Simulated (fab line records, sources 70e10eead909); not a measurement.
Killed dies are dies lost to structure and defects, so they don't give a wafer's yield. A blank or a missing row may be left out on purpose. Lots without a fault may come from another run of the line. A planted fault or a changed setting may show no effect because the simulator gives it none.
Problem report in the 8D (eight disciplines) form, filled by code | flow nand_harc | the parts of the form that need people (team, actions taken, sign-off) are left out

1. THE PROBLEM
raw_defect_count at NHARC_P_M0_INSPECT_27 reads a mean of 2473 on 1 wafer of 1 lot; wafers without a fault read 294 with a standard deviation of 120. That is +18 standard deviations from the usual mean.
First seen on wafer L137.2, day 8 03:05, on defect_inspect-02. The record holds 15 wafers of 5 lots with a number at this step. Rule for "out", or "out of limits": more than 4 standard deviations from the usual mean. The other wafers with a number count as sound.

2. WHAT IT IS AND WHAT IT IS NOT
question                    | is                | is not
which readings at this step | raw_defect_count  | -
which lots                  | L137              | L131, L132, L143, L147
which wafers of those lots  | L137.2            | L137.5, L137.6
read on which gauges        | defect_inspect-02 | defect_inspect-01
when                        | from day 8 03:05  | up to then (8 sound wafers); but 6 sound wafers of L143, L147 came after

3. SUSPECTS, AND WHAT RULES EACH OUT
Counting: a tool at a process step up to the reading stays a suspect if it ran every lot that is out. Sound lots after the first of them don't rule it out here, since some wafers of a struck lot are sound.
- the gauge at NHARC_P_M0_INSPECT_27: ruled out. All the wafers that are out were read on defect_inspect-02, but those of them that NHARC_END_SORT_01 has rows for are out there too, on other tools.
- rie_diel-01 at NHARC_P_M0_DESCUM_14 (chemistry O2, time 3 s): kept. It ran the lot that is out, L137 (day 8 00:37); its last sound lot up to then is L131 (day 6 16:47).
- pvd_sputter-03 at NHARC_P_M0_DEGAS_28 (time 60 s): kept. It ran the lot that is out, L137 (day 8 01:34); its last sound lot up to then is L132 (day 6 14:52).
- pvd_sputter-03 at NHARC_P_M0_PRE_CLEAN_29 (time 30 s): kept. It ran the lot that is out, L137 (day 8 02:19); its last sound lot up to then is L132 (day 6 15:37). NHARC_P_M0_PRE_CLEAN_29 gives no start for some lots, so the hours and the order of its lots are those of NHARC_P_M0_ANNEAL_30.
- pvd_sputter-03 at NHARC_P_M0_PVD_21 (deposits Cu, target thk 30 nm, time 20.49 s): kept. It ran the lot that is out, L137 (day 8 02:19); its last sound lot up to then is L132 (day 6 15:37). NHARC_P_M0_PVD_21 gives no start for some lots, so the hours and the order of its lots are those of NHARC_P_M0_ANNEAL_30.
- rtp_anneal-02 at NHARC_P_M0_ANNEAL_30 (time 90 s): kept. It ran the lot that is out, L137 (day 8 02:19); its last sound lot up to then is L131 (day 6 18:29).
- cmp-04 at NHARC_P_M0_CMP_23 (polishes, t overpolish 20 s, target thk 117.53 nm): kept. It ran the lot that is out, L137 (day 8 02:42); its last sound lot up to then is L132 (day 6 15:59).
- Within rie_diel-01 at NHARC_P_M0_DESCUM_14: the wafers that are out ran in chamber 0; their sound lot-mates ran in chambers 2, 3.
- Within cmp-04 at NHARC_P_M0_CMP_23: the wafers that are out ran in chamber 0; their sound lot-mates ran in chambers 1, 2.
Left after counting: rie_diel-01 at NHARC_P_M0_DESCUM_14, pvd_sputter-03 at NHARC_P_M0_DEGAS_28, pvd_sputter-03 at NHARC_P_M0_PRE_CLEAN_29, pvd_sputter-03 at NHARC_P_M0_PVD_21, rtp_anneal-02 at NHARC_P_M0_ANNEAL_30, cmp-04 at NHARC_P_M0_CMP_23.

4. THE CAUSE (what the simulator had put in)
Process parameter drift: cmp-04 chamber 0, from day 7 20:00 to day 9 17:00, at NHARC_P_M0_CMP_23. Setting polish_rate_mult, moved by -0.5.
Counting left 6 suspects, and this tool is among them.

5. THE CHAIN OF EFFECTS, in route order
Each row: a reading whose mean over the struck wafers that have a number lies more than 3 standard deviations from the usual. Only readings for which the record gives a usual standard deviation are gone through. hours: the time from each lot's start at the first step in this table that gives one to its start at this step, as a median over the lots. sigmas: the change in usual standard deviations.
hours | step                  | reading              | usual  | on struck wafers | change | sigmas
0     | NHARC_P_M0_CMP_23     | time_to_endpoint_s   | 28.7 s | 37.2             | +8.5   | +3.3
0     | NHARC_P_M0_INSPECT_27 | raw_defect_count     | 294    | 2473             | +2179  | +18
327   | NHARC_END_SORT_01     | defect_limited_yield | 95.8 % | 0.0              | -95.8  | -74
327   | NHARC_END_SORT_01     | killed_at_periphery  | 3.6    | 646.0            | +642.4 | +99 or more
327   | NHARC_END_SORT_01     | killed_dies          | 28     | 677              | +649   | +73
327   | NHARC_END_SORT_01     | sort_bin_3_pct       | 0.22 % | 94.53            | +94.31 | +99 or more
327   | NHARC_END_SORT_01     | sort_n_pass          | 649    | 0                | -649   | -73
327   | NHARC_END_SORT_01     | sort_rim_yield_pct   | 95 %   | 0                | -95    | -31
327   | NHARC_END_SORT_01     | sort_yield_pct       | 95.8 % | 0.0              | -95.8  | -74
The process steps in it:
- NHARC_P_M0_CMP_23: polishes, t overpolish 20 s, target thk 117.53 nm.

6. WHAT WOULD HAVE CAUGHT IT SOONER
In this record the first reading out of limits at a measuring or inspecting step was taken at day 8 03:05, 7 hours after the fault began at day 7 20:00.
Of the tool readings at NHARC_P_M0_CMP_23 for which the record gives a usual standard deviation, none was out on any struck wafer, so an alarm limit of 4 standard deviations on them would not have fired.
All the lots that are out (1) had begun NHARC_P_M0_CMP_23 on cmp-04 by day 8 03:05. A hold on the tool at that time would have spared none of them.
